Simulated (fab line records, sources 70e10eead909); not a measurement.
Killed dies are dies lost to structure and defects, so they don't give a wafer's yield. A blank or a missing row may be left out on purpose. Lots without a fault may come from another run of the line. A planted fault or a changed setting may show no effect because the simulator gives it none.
Chamber matching | flow nand_harc | NHARC_A_CONTACT_DEP_58 on pecvd-01: 3 sister chambers
The step deposits SiON, target thk 90 nm. 3 wafers are shown with their chamber, then 7 later ones without.

WAFERS WITH THEIR CHAMBER
wafer  | chamber | heater_power_w (W)
L086.3 | 2       | 756
L089.2 | 1       | 872
L089.5 | 0       | 691

WAFERS WITHOUT THEIR CHAMBER
wafer  | heater_power_w (W)
L089.6 | 892
L091.1 | 729
L091.3 | 714
L091.4 | 711
L090.1 | 939
L090.2 | 651
L090.4 | 645

WHICH CHAMBER EACH WENT THROUGH
wafer  | from the rows above     | in truth
L089.6 | 1                       | 1
L091.1 | can't be placed: 2 or 0 | 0
L091.3 | can't be placed: 0 or 2 | 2
L091.4 | can't be placed: 0 or 2 | 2
L090.1 | 1                       | 1
L090.2 | can't be placed: 0 or 2 | 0
L090.4 | can't be placed: 0 or 2 | 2
Placed correctly: 2 of 7. Can't be placed from these rows: 5 (the true chamber is among the candidates in 5). Placed wrongly: 0.
How it was worked out, from the rows above alone: a wafer's distance from a chamber is the root of the sum, over the readings, of the square of ((its reading less the chamber's mean) divided by the reading's scatter). The wafer belongs to the nearest chamber; if the next one is less than 2 further off, it can't be placed. A chamber's mean is the mean of its shown wafers. The scatter: with one shown wafer a chamber, the root of the mean of the squares of how far each hidden wafer lies from its nearest shown one.
